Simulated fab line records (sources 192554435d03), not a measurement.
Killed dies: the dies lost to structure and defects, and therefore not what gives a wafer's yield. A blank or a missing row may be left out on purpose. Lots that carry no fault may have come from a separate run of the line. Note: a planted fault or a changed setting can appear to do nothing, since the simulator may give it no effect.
fab line records / flow n5Finfet
record: lots: 5 wafers: 12 lastDay: 16
route steps=1938 shown PMOS_HMC_CHANNEL_EPI@87 FIN_SAQP@90 BEOL_M4@1111
lots that met no fault: taken from a fault-free run of the same line
startH: the number of hours between the record's first day and the start of the first shown wafer of the lot / waitH: time in hours since the lot's previous step / " same as the row above / L1.1+2: several wafers, shown together as one row / - no value present, or no start provided / * or withheld: withheld / < > ~ a bound
route shown NAME@n: a module of which the file shows steps, and the number in the route of the first / usual: mean/standard deviation of fault-free wafers / same: alike in all rows / chamber/n: place in a boat / sites: per-site readings / _std_site: how widely they spread, as a standard deviation / _edge_site: outer sites' mean less inner sites' / radiusMm: how far each site lies from the wafer's centre / mask NAME#n: copy n / behind: the last tool/chamber to shape the wafer / hold: why the lot was held/for how many hours/how that ended / device: transistor that didn't switch, given as n, p or np / end of line: the tests these same wafers got at the end of their route / for a step that has no rows: nothing shown but its recipe / killed: dies that structure and defects cost at the first sort, which is not the same as the wafer's yield / map: the dies of a wafer, with x for killed, . for not killed, _ for no die there
set.NAME: the setting that was run; set.NAME@STEP: the one run at that earlier step / model.NAME: the simulator's own value behind a step, which no gauge read
certain route steps with their lots: each step a table, each wafer a row
services: when a tool's chamber went out of use (startH, in hours from the record's first day, below 0 if earlier), for how many hours, and the reason
== steps ==
step: N5_PMOS_HMC_CHANNEL_EPI_EPI_26
recipe: material: Si targetThkA: 38 tempC: 650 precursor: SiH4/H2 pressureTorr: 20 timeS: 22.7
step: N5_FIN_SAQP_PRECLEAN_42
recipe: chemistry: O3/DIW timeS: 60 tempC: 22 o3Ppm: 10
step: N5_FIN_SAQP_PRECLEAN_00
recipe: chemistry: SC1 timeS: 60 tempC: 55 mix: 1:2:50
step: N5_FIN_SAQP_PRECLEAN_44
recipe: chemistry: SC2 timeS: 45 tempC: 35 mix: 1:1:50
step: N5_FIN_SAQP_SRD_01
recipe: dry: ipaMarangoni timeS: 30 tempC: 23 rinseLiquid: diw
step: N5_FIN_SAQP_ALD_61
recipe: material: SiO2 targetThkA: 40 tempC: 300 aldPrecursorFamily: BDEAS aldCoReactant: O2-plasma pulseTimeS: 1 purgeTimeS: 2 coReactantPurgeTimeS: 2 aldCycles: 43 pressureTorr: 2
step: N5_FIN_SAQP_DENSIFY_62
recipe: tempC: 700 timeS: 60 ambient: N2 idleTempC: 600 rampUpCPerS: 150 rampDownCPerS: 60 coolToC: 600
step: N5_FIN_SAQP_HM_DEP_03
recipe: material: SiNx targetThkA: 380 tempC: 400 precursor: SiH4/NH3/N2 pressureTorr: 1.5 rfW: 300 timeS: 33.6
step: N5_FIN_SAQP_PECVD_47
recipe: material: a-Si targetThkA: 450 tempC: 400 precursor: SiH4/He pressureTorr: 3 rfW: 100 timeS: 36.3
step: N5_FIN_SAQP_PECVD_48
recipe: material: SiNx targetThkA: 250 tempC: 400 precursor: SiH4/NH3/N2 pressureTorr: 1.5 rfW: 300 timeS: 22.1
usual: chamberPressureTorr: 1.500/0.0032 heaterPowerW: 834/110 showerheadPlenumPTorr: 5.18/0.055 throttleValvePct: 39.5/1.7
lot.wafer=L381.2 tool=pecvd-04 chamber=1 startH=32.99 waitH=0.0 chamberPressureTorr=1.497 heaterPowerW=966 showerheadPlenumPTorr=5.13 throttleValvePct=41.7 model.SiNx_of_FIN_SAQP_PECVD_48.thkNm=24.87
lot.wafer=L381.5 tool=pecvd-04 chamber=1 startH=32.99 waitH=0.0 chamberPressureTorr=1.503 heaterPowerW=967 showerheadPlenumPTorr=5.13 throttleValvePct=42.6 model.SiNx_of_FIN_SAQP_PECVD_48.thkNm=25.31
lot.wafer=L381.6 tool=pecvd-04 chamber=0 startH=32.99 waitH=0.0 chamberPressureTorr=1.492 heaterPowerW=863 showerheadPlenumPTorr=5.15 throttleValvePct=38.2 model.SiNx_of_FIN_SAQP_PECVD_48.thkNm=25.59
lot.wafer=L390.5 tool=pecvd-04 chamber=1 startH=86.56 waitH=0.0 chamberPressureTorr=1.505 heaterPowerW=911 showerheadPlenumPTorr=5.12 throttleValvePct=42.3 model.SiNx_of_FIN_SAQP_PECVD_48.thkNm=25.13
lot.wafer=L390.6 tool=pecvd-04 chamber=0 startH=86.56 waitH=0.0 chamberPressureTorr=1.498 heaterPowerW=939 showerheadPlenumPTorr=5.14 throttleValvePct=38.1 model.SiNx_of_FIN_SAQP_PECVD_48.thkNm=40.88
lot.wafer=L392.3 tool=pecvd-04 chamber=1 startH=101.31 waitH=0.0 chamberPressureTorr=1.502 heaterPowerW=871 showerheadPlenumPTorr=5.12 throttleValvePct=42.3 model.SiNx_of_FIN_SAQP_PECVD_48.thkNm=39.55
lot.wafer=L392.5 tool=pecvd-04 chamber=0 startH=101.31 waitH=0.0 chamberPressureTorr=1.501 heaterPowerW=848 showerheadPlenumPTorr=5.15 throttleValvePct=38.0 model.SiNx_of_FIN_SAQP_PECVD_48.thkNm=25.19
lot.wafer=L394.2 tool=pecvd-04 chamber=1 startH=110.95 waitH=0.0 chamberPressureTorr=1.501 heaterPowerW=909 showerheadPlenumPTorr=5.12 throttleValvePct=42.6 model.SiNx_of_FIN_SAQP_PECVD_48.thkNm=25.31
lot.wafer=L394.3 tool=pecvd-04 chamber=2 startH=110.95 waitH=0.0 chamberPressureTorr=1.501 heaterPowerW=869 showerheadPlenumPTorr=5.21 throttleValvePct=36.8 model.SiNx_of_FIN_SAQP_PECVD_48.thkNm=40.33
lot.wafer=L398.1 tool=pecvd-01 chamber=1 startH=134.95 waitH=0.0 chamberPressureTorr=1.493 heaterPowerW=810 showerheadPlenumPTorr=5.18 throttleValvePct=41.1 model.SiNx_of_FIN_SAQP_PECVD_48.thkNm=24.71
lot.wafer=L398.3 tool=pecvd-01 chamber=2 startH=134.95 waitH=0.0 chamberPressureTorr=1.502 heaterPowerW=873 showerheadPlenumPTorr=5.26 throttleValvePct=39.1 model.SiNx_of_FIN_SAQP_PECVD_48.thkNm=24.92
lot.wafer=L398.5 tool=pecvd-01 chamber=2 startH=134.95 waitH=0.0 chamberPressureTorr=1.507 heaterPowerW=872 showerheadPlenumPTorr=5.25 throttleValvePct=39.0 model.SiNx_of_FIN_SAQP_PECVD_48.thkNm=25
step: N5_FIN_SAQP_PECVD_06
recipe: material: a-Si targetThkA: 600 tempC: 400 precursor: SiH4/He pressureTorr: 3 rfW: 100 timeS: 48.1
step: N5_FIN_SAQP_HM_DEP_72
recipe: material: SiO2 targetThkA: 120 tempC: 400 precursor: SiH4/N2O pressureTorr: 0.75 rfW: 275 timeS: 7.2
step: N5_FIN_SAQP_COAT_49
recipe: resist: SOC tempC: 250 timeS: 60 spinRpm: 1500 resistThkNm: 100
step: N5_FIN_SAQP_COAT_50
recipe: resist: SiARC tempC: 220 timeS: 60 spinRpm: 1500 resistThkNm: 35
step: N5_FIN_SAQP_COAT_10
recipe: resist: CAR-ArF spinRpm: 1500 resistThkNm: 90
step: N5_FIN_SAQP_EBR_12
recipe: solvent: PGMEA ebrWidthMm: 1.5
step: N5_FIN_SAQP_SOFTBAKE_11
recipe: tempC: 110 timeS: 60 resist: CAR-ArF
step: N5_FIN_SAQP_EXPOSE_13
recipe: maskId: FIN_CORE na: 1.35 sourceShape: dipole sigmaInner: 0.538 sigmaOuter: 0.738 polarization: te targetCdNm: 35.6 doseMj: 63.25
step: N5_FIN_SAQP_PEB_14
recipe: pebTempC: withheld pebTimeS: 60 resist: CAR-ArF
step: N5_FIN_SAQP_DEVELOP_15
recipe: developTimeS: 30 developer: TMAH resist: CAR-ArF devTempC: 23 rinseLiquid: diw dry: airSpin
step: N5_FIN_SAQP_DESCUM_21
recipe: chemistry: O2 timeS: 7.9 sourcePowerW: 50 biasPowerW: 20 pressureMtorr: 20 rfFrequencyHz: 2.712e+07 tempC: 40 resist: CAR-ArF o2FlowSccm: 225
step: N5_FIN_SAQP_ETCH_51
recipe: chemistry: CF4 target: SiARC targetDepthA: 455 maskMaterial: CAR-ArF timeS: 75.8 ionEnergyEv: 80 pressureMtorr: 40 sourceW: 545 biasW: 36 Ar_flow_sccm: 100 cf4FlowSccm: 100 ends: cleared
step: N5_FIN_SAQP_ETCH_52
recipe: chemistry: N2/H2 target: SOC targetDepthA: 1000 overetchA: 200 maskMaterial: SiARC tempC: 40 timeS: 150 ionEnergyEv: 200 pressureMtorr: 30 sourceW: 840 biasW: 150 n2FlowSccm: 200 h2FlowSccm: 200 ends: endPoint
step: N5_FIN_SAQP_STRIP_53
recipe: chemistry: N2/H2 tempC: 40 n2FlowSccm: 200 h2FlowSccm: 200 rfFrequencyHz: 6e+07
step: N5_FIN_SAQP_HM_OPEN_73
recipe: chemistry: CHF3/O2 target: SiO2 stopOn: a-Si targetDepthA: 120 overEtchFrac: 1.8 maskMaterial: SOC timeS: 16.8 pressureMtorr: 30 sourceW: 650 biasW: 170 Ar_flow_sccm: 200 CHF3_flow_sccm: 50 O2_flow_sccm: 5 ionEnergyEv: 200 ends: endPoint
step: N5_FIN_SAQP_STRIP_74
recipe: chemistry: CHF3/O2 resist: SiARC rfFrequencyHz: 6e+07
step: N5_FIN_SAQP_MANDREL_ETCH_22
recipe: targetDepthA: 600 chemistry: HBr/Cl2 target: a-Si stopOn: SiNx btTimeS: 10 overEtchFrac: 0.5 timeS: 30 pressureMtorr: 10 icpW: 800 biasW: 75 HBr_flow_sccm: 150 Cl2_flow_sccm: 80 ends: endPoint
step: N5_FIN_SAQP_STRIP_55
recipe: chemistry: N2/H2 powerW: 500 tempC: 40 pressureMtorr: 50 rfFrequencyHz: 6e+07 overashFraction: 0.3 biasPowerW: 28 h2Frac: 0.5 n2FlowSccm: 300 h2FlowSccm: 300
step: N5_FIN_SAQP_STRIP_23
recipe: chemistry: SPM timeS: 750 tempC: 130 h2so4H2o2VolRatio: 4
step: N5_FIN_SAQP_SRD_66
recipe: dry: ipaMarangoni timeS: 30 tempC: 23 rinseLiquid: diw
step: N5_FIN_SAQP_RECESS_75
recipe: chemistry: HF/NH3 target: SiO2 targetDepthA: 144 afsCycles: 3 tempC: 30 sublimationTempC: 180 sublimationTimeS: 60
step: N5_FIN_SAQP_SPACER1_ALD_24
recipe: material: SiO2 targetThkA: 203 tempC: 300 aldPrecursorFamily: BDEAS aldCoReactant: O2-plasma pulseTimeS: 1 purgeTimeS: 2 coReactantPurgeTimeS: 2 aldCycles: 218 pressureTorr: 2
step: N5_FIN_SAQP_SPACER1_ETCHBACK_25
recipe: chemistry: CHF3/O2 mode: anisotropicEtchback target: SiO2 targetDepthA: 244 timeS: 12.2 pressureMtorr: 30 sourceW: 650 biasW: 170 Ar_flow_sccm: 200 CHF3_flow_sccm: 50 O2_flow_sccm: 5 ionEnergyEv: 200
step: N5_FIN_SAQP_MANDREL1_REMOVE_56
recipe: chemistry: HBr/Cl2/O2 btTimeS: 10 target: a-Si stopOn: SiNx endpoint: OES-SiCl overEtchFrac: 1 icpW: 600 biasW: 22 HBr_flow_sccm: 150 Cl2_flow_sccm: 80 O2_flow_sccm: 5 pressureMtorr: 10
step: N5_FIN_SAQP_ETCH_57
recipe: chemistry: CH3F/O2 target: SiNx maskMaterial: SiO2 targetDepthA: 325 timeS: 46.4 pressureMtorr: 30 sourceW: 395 biasW: 73 Ar_flow_sccm: 150 CH3F_flow_sccm: 30 O2_flow_sccm: 20 ionEnergyEv: 120 ends: cleared
usual: biasW: 73.02/0.24 drypumpMotorCurrentA: 5.7/0.44 etchRfOnTimeS: 46.2/0.87 mfcArSccm: 150.1/0.5 oesProductAu: 0.66/0.057 rfVppV: 297/5.6 showerheadPlenumPTorr: 2.03/0.058 throttleValvePct: 16.28/0.17
lot.wafer=L381.2 tool=rieDiel-01 chamber=1 startH=35.94 waitH=0.0 biasW=72.80 drypumpMotorCurrentA=5.1 etchRfOnTimeS=45.7 mfcArSccm=149.4 oesProductAu=0.63 rfHoursCounterH=182 rfVppV=297 showerheadPlenumPTorr=2.08 throttleValvePct=16.31 model.etch.depthNm=24.87
lot.wafer=L381.5 tool=rieDiel-01 chamber=0 startH=35.94 waitH=0.0 biasW=72.80 drypumpMotorCurrentA=5.8 etchRfOnTimeS=46.9 mfcArSccm=150.9 oesProductAu=0.69 rfHoursCounterH=- rfVppV=290 showerheadPlenumPTorr=2.02 throttleValvePct=16.17 model.etch.depthNm=25.31
lot.wafer=L381.6 tool=rieDiel-01 chamber=1 startH=35.94 waitH=0.0 biasW=72.97 drypumpMotorCurrentA=5.1 etchRfOnTimeS=46.4 mfcArSccm=150.6 oesProductAu=0.63 rfHoursCounterH=- rfVppV=297 showerheadPlenumPTorr=2.08 throttleValvePct=16.32 model.etch.depthNm=25.45
lot.wafer=L390.5 tool=rieDiel-03 chamber=0 startH=91.05 waitH=0.3 biasW=73.31 drypumpMotorCurrentA=5.3 etchRfOnTimeS=46.8 mfcArSccm=148.7 oesProductAu=0.70 rfHoursCounterH=- rfVppV=294 showerheadPlenumPTorr=2.11 throttleValvePct=16.04 model.etch.depthNm=25.13
lot.wafer=L390.6 tool=rieDiel-03 chamber=3 startH=91.05 waitH=0.3 biasW=73.15 drypumpMotorCurrentA=5.9 etchRfOnTimeS=76.8 mfcArSccm=149.3 oesProductAu=0.59 rfHoursCounterH=- rfVppV=287 showerheadPlenumPTorr=2.07 throttleValvePct=16.39 model.etch.depthNm=40.88
lot.wafer=L392.3 tool=rieDiel-04 chamber=2 startH=104.15 waitH=0.0 biasW=72.78 drypumpMotorCurrentA=6.1 etchRfOnTimeS=72.8 mfcArSccm=150.1 oesProductAu=0.61 rfHoursCounterH=211 rfVppV=303 showerheadPlenumPTorr=1.98 throttleValvePct=16.25 model.etch.depthNm=39.55
lot.wafer=L392.5 tool=rieDiel-04 chamber=0 startH=104.15 waitH=0.0 biasW=73.22 drypumpMotorCurrentA=6.1 etchRfOnTimeS=46.7 mfcArSccm=150.1 oesProductAu=0.66 rfHoursCounterH=- rfVppV=295 showerheadPlenumPTorr=2.00 throttleValvePct=16.51 model.etch.depthNm=24.95
lot.wafer=L394.2 tool=rieDiel-01 chamber=3 startH=114.37 waitH=0.0 biasW=72.85 drypumpMotorCurrentA=6.2 etchRfOnTimeS=46.1 mfcArSccm=150.3 oesProductAu=0.77 rfHoursCounterH=19 rfVppV=289 showerheadPlenumPTorr=2.14 throttleValvePct=16.17 model.etch.depthNm=25.26
lot.wafer=L394.3 tool=rieDiel-01 chamber=2 startH=114.37 waitH=0.0 biasW=73.19 drypumpMotorCurrentA=4.8 etchRfOnTimeS=74.1 mfcArSccm=149.6 oesProductAu=0.63 rfHoursCounterH=156 rfVppV=304 showerheadPlenumPTorr=1.92 throttleValvePct=16.42 model.etch.depthNm=40.33
lot.wafer=L398.1 tool=rieDiel-04 chamber=0 startH=137.67 waitH=0.0 biasW=73.06 drypumpMotorCurrentA=6.1 etchRfOnTimeS=46.3 mfcArSccm=150.6 oesProductAu=0.65 rfHoursCounterH=157 rfVppV=296 showerheadPlenumPTorr=1.99 throttleValvePct=16.55 model.etch.depthNm=24.71
lot.wafer=L398.3 tool=rieDiel-04 chamber=3 startH=137.67 waitH=0.0 biasW=72.88 drypumpMotorCurrentA=5.9 etchRfOnTimeS=46.6 mfcArSccm=149.8 oesProductAu=0.62 rfHoursCounterH=192 rfVppV=299 showerheadPlenumPTorr=2.07 throttleValvePct=16.33 model.etch.depthNm=24.92
lot.wafer=L398.5 tool=rieDiel-04 chamber=2 startH=137.67 waitH=0.0 biasW=72.70 drypumpMotorCurrentA=6.0 etchRfOnTimeS=46.5 mfcArSccm=149.8 oesProductAu=0.60 rfHoursCounterH=- rfVppV=303 showerheadPlenumPTorr=1.98 throttleValvePct=16.27 model.etch.depthNm=25
step: N5_BEOL_M4_RC_MEAS_101
usual: DIBL_N: 36.2/1.7 DIBL_P: 36.2/2.2 IOFF_N: 0.16/0.035 IOFF_P: 0.21/0.042 ION_N: 673/13 ION_P: 462/7.9 SS_N: 71.4/0.59 SS_P: 73.2/0.7 VT_N: 250/3.6 VT_P: -251/3.5
lot.wafer=L381.2 tool=prober-01 chamber=0 startH=173.64 waitH=0.2 DIBL_N[mV/V]=34.1 DIBL_P[mV/V]=35.7 IOFF_N[nA/um]=0.13 IOFF_P[nA/um]=0.20 ION_N[uA/um]=661 ION_P[uA/um]=463 SS_N[mV/dec]=71.9 SS_P[mV/dec]=73.1 VT_N[mV]=253 VT_P[mV]=-252
lot.wafer=L381.5 tool=prober-01 chamber=0 startH=173.64 waitH=0.2 DIBL_N[mV/V]=35.0 DIBL_P[mV/V]=36.5 IOFF_N[nA/um]=0.15 IOFF_P[nA/um]=0.22 ION_N[uA/um]=676 ION_P[uA/um]=473 SS_N[mV/dec]=71.0 SS_P[mV/dec]=73.6 VT_N[mV]=251 VT_P[mV]=-249
lot.wafer=L381.6 tool=prober-01 chamber=0 startH=173.64 waitH=0.2 DIBL_N[mV/V]=35.7 DIBL_P[mV/V]=37.8 IOFF_N[nA/um]=0.17 IOFF_P[nA/um]=0.24 ION_N[uA/um]=680 ION_P[uA/um]=468 SS_N[mV/dec]=71.6 SS_P[mV/dec]=73.5 VT_N[mV]=248 VT_P[mV]=-247
lot.wafer=L390.5 tool=prober-01 chamber=0 startH=240.75 waitH=0.6 DIBL_N[mV/V]=36.3 DIBL_P[mV/V]=36.6 IOFF_N[nA/um]=0.17 IOFF_P[nA/um]=0.23 ION_N[uA/um]=689 ION_P[uA/um]=469 SS_N[mV/dec]=70.8 SS_P[mV/dec]=73.9 VT_N[mV]=249 VT_P[mV]=-249
lot.wafer=L390.6 tool=prober-01 chamber=0 startH=240.75 waitH=0.6 DIBL_N[mV/V]=33.9 DIBL_P[mV/V]=32.6 IOFF_N[nA/um]=0.11 IOFF_P[nA/um]=0.17 ION_N[uA/um]=666 ION_P[uA/um]=455 SS_N[mV/dec]=70.8 SS_P[mV/dec]=73.0 VT_N[mV]=255 VT_P[mV]=-253
lot.wafer=L392.3 tool=prober-02 chamber=0 startH=248.12 waitH=0.3 DIBL_N[mV/V]=33.0 DIBL_P[mV/V]=31.8 IOFF_N[nA/um]=0.10 IOFF_P[nA/um]=0.14 ION_N[uA/um]=662 ION_P[uA/um]=457 SS_N[mV/dec]=69.9 SS_P[mV/dec]=72.5 VT_N[mV]=256 VT_P[mV]=-256
lot.wafer=L392.5 tool=prober-02 chamber=0 startH=248.12 waitH=0.3 DIBL_N[mV/V]=34.5 DIBL_P[mV/V]=32.8 IOFF_N[nA/um]=0.12 IOFF_P[nA/um]=0.15 ION_N[uA/um]=661 ION_P[uA/um]=453 SS_N[mV/dec]=70.9 SS_P[mV/dec]=72.1 VT_N[mV]=255 VT_P[mV]=-257
lot.wafer=L394.2 tool=prober-02 chamber=0 startH=251.06 waitH=0.2 DIBL_N[mV/V]=37.3 DIBL_P[mV/V]=37.9 IOFF_N[nA/um]=0.20 IOFF_P[nA/um]=0.26 ION_N[uA/um]=697 ION_P[uA/um]=474 SS_N[mV/dec]=72.0 SS_P[mV/dec]=73.6 VT_N[mV]=247 VT_P[mV]=-246
lot.wafer=L394.3 tool=prober-02 chamber=0 startH=251.06 waitH=0.2 DIBL_N[mV/V]=36.7 DIBL_P[mV/V]=37.5 IOFF_N[nA/um]=0.18 IOFF_P[nA/um]=0.25 ION_N[uA/um]=681 ION_P[uA/um]=470 SS_N[mV/dec]=71.7 SS_P[mV/dec]=74.1 VT_N[mV]=248 VT_P[mV]=-248
lot.wafer=L398.1 tool=prober-01 chamber=0 startH=287.80 waitH=0.0 DIBL_N[mV/V]=37.7 DIBL_P[mV/V]=35.8 IOFF_N[nA/um]=0.18 IOFF_P[nA/um]=0.20 ION_N[uA/um]=674 ION_P[uA/um]=459 SS_N[mV/dec]=70.9 SS_P[mV/dec]=72.5 VT_N[mV]=249 VT_P[mV]=-249
lot.wafer=L398.3 tool=prober-01 chamber=0 startH=287.80 waitH=0.0 DIBL_N[mV/V]=38.4 DIBL_P[mV/V]=36.5 IOFF_N[nA/um]=0.17 IOFF_P[nA/um]=0.21 ION_N[uA/um]=670 ION_P[uA/um]=454 SS_N[mV/dec]=71.9 SS_P[mV/dec]=73.7 VT_N[mV]=251 VT_P[mV]=-252
lot.wafer=L398.5 tool=prober-01 chamber=0 startH=287.80 waitH=0.0 DIBL_N[mV/V]=36.7 DIBL_P[mV/V]=34.2 IOFF_N[nA/um]=0.15 IOFF_P[nA/um]=0.18 ION_N[uA/um]=659 ION_P[uA/um]=451 SS_N[mV/dec]=71.3 SS_P[mV/dec]=73.1 VT_N[mV]=253 VT_P[mV]=-251
== services ==
tool=pecvd-04 chamber=- startH=9.80 hours=0.4 kind=repair
tool=rieDiel-01 chamber=- startH=10.29 hours=2.8 kind=pm
tool=rieDiel-03 chamber=2 startH=11.22 hours=15.4 kind=repair
tool=pecvd-04 chamber=2 startH=21.12 hours=- kind=clean
tool=pecvd-04 chamber=2 startH=21.12 hours=- kind=consumableReplace:showerhead
tool=pecvd-04 chamber=2 startH=21.12 hours=29.0 kind=scheduledDown
tool=pecvd-04 chamber=2 startH=21.12 hours=29.0 kind=ventCycle
tool=rieDiel-04 chamber=1 startH=39.38 hours=- kind=clean
tool=rieDiel-04 chamber=1 startH=39.38 hours=- kind=consumableReplace:focusRing
tool=rieDiel-04 chamber=1 startH=39.38 hours=14.2 kind=scheduledDown
tool=rieDiel-04 chamber=1 startH=39.38 hours=14.2 kind=ventCycle
tool=rieDiel-01 chamber=3 startH=43.78 hours=- kind=clean
tool=rieDiel-01 chamber=3 startH=43.78 hours=- kind=consumableReplace:focusRing
tool=rieDiel-01 chamber=3 startH=43.78 hours=- kind=consumableReplace:showerhead
tool=rieDiel-01 chamber=3 startH=43.78 hours=15.0 kind=scheduledDown
tool=rieDiel-01 chamber=3 startH=43.78 hours=15.0 kind=ventCycle
tool=rieDiel-01 chamber=0 startH=51.63 hours=3.6 kind=repair
tool=pecvd-04 chamber=1 startH=62.42 hours=5.5 kind=scheduledDown
tool=pecvd-04 chamber=0 startH=74.30 hours=5.5 kind=scheduledDown
tool=pecvd-01 chamber=- startH=83.17 hours=6.0 kind=pm
tool=pecvd-01 chamber=- startH=89.86 hours=14.6 kind=pm
tool=pecvd-04 chamber=- startH=92.00 hours=5.5 kind=pm
tool=rieDiel-01 chamber=0 startH=112.49 hours=8.4 kind=repair
tool=pecvd-04 chamber=- startH=125.98 hours=2.8 kind=pm
== key ==
firstSign: step: N5_FIN_SAQP_ETCH_57 reading: etchRfOnTimeS direction: up sigmas: 33 usual: * struck: *
effect none on later readings
modelEffect: step: N5_FIN_SAQP_PECVD_48 value: SiNx_of_FIN_SAQP_PECVD_48.thkNm without: 25 struck: 40.25
modelEffect: step: N5_FIN_SAQP_ETCH_57 value: etch.depthNm without: 25 struck: 40.25
metAt N5_FIN_SAQP_PECVD_48
struckWafers L390.6,L392.3,L394.3
onsetBetween 32.99 86.56
fault: kind: processParameterDrift tool: pecvd-04 chamber: - onsetH: 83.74 steps: N5_FIN_SAQP_PECVD_48 channel: timeS offset: * shape: step endH: 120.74 scope: struckWafersOnly actsIn: * stated: *
